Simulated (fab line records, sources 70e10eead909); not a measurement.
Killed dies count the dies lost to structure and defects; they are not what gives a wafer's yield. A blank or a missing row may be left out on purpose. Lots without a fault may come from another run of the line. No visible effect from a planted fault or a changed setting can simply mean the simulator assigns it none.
Matching of chambers + flow nand harc + pecvd-01 running NHARC_A_STAIRCASE_DEP_301: 3 sister chambers
The step deposits SiON, target thk 30 nm. 6 wafers are shown with their chamber, then 7 later ones without.

EACH WAFER AND ITS CHAMBER
| wafer  | chamber | heater power w (W) |
|--------|---------|--------------------|
| L078.1 | 1       | 928                |
| L078.4 | 2       | 686                |
| L089.4 | 2       | 677                |
| L089.6 | 0       | 732                |
| L091.1 | 0       | 665                |
| L091.2 | 1       | 917                |

WAFERS WHOSE CHAMBER IS MISSING
| wafer  | heater power w (W) |
|--------|--------------------|
| L091.3 | 590                |
| L092.1 | 672                |
| L092.4 | 683                |
| L092.5 | 949                |
| L097.1 | 658                |
| L097.3 | 684                |
| L097.4 | 657                |

THE CHAMBER EACH PASSED THROUGH
| wafer  | from the rows above     | in truth |
|--------|-------------------------|----------|
| L091.3 | can't be placed: 2 or 0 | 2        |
| L092.1 | can't be placed: 2 or 0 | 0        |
| L092.4 | can't be placed: 2 or 0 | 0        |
| L092.5 | 1                       | 1        |
| L097.1 | can't be placed: 2 or 0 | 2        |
| L097.3 | can't be placed: 2 or 0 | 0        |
| L097.4 | can't be placed: 2 or 0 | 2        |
Correctly placed: 1 of 7. Unplaceable from these rows: 6, with the true chamber sitting among the candidates in 6. Wrongly placed: 0.
How it was worked out, from the rows above alone: a wafer's distance from a chamber is the root of the sum, over the readings, of the square of ((its reading less the chamber's mean) divided by the reading's scatter). The wafer belongs to the nearest chamber; if the next one is less than 2 further off, it can't be placed. For every chamber, the mean is computed from those of its wafers that are shown. The scatter: take each reading less its chamber's mean, square it, sum over the shown wafers, divide by the number of wafers less the number of chambers, and take the root.
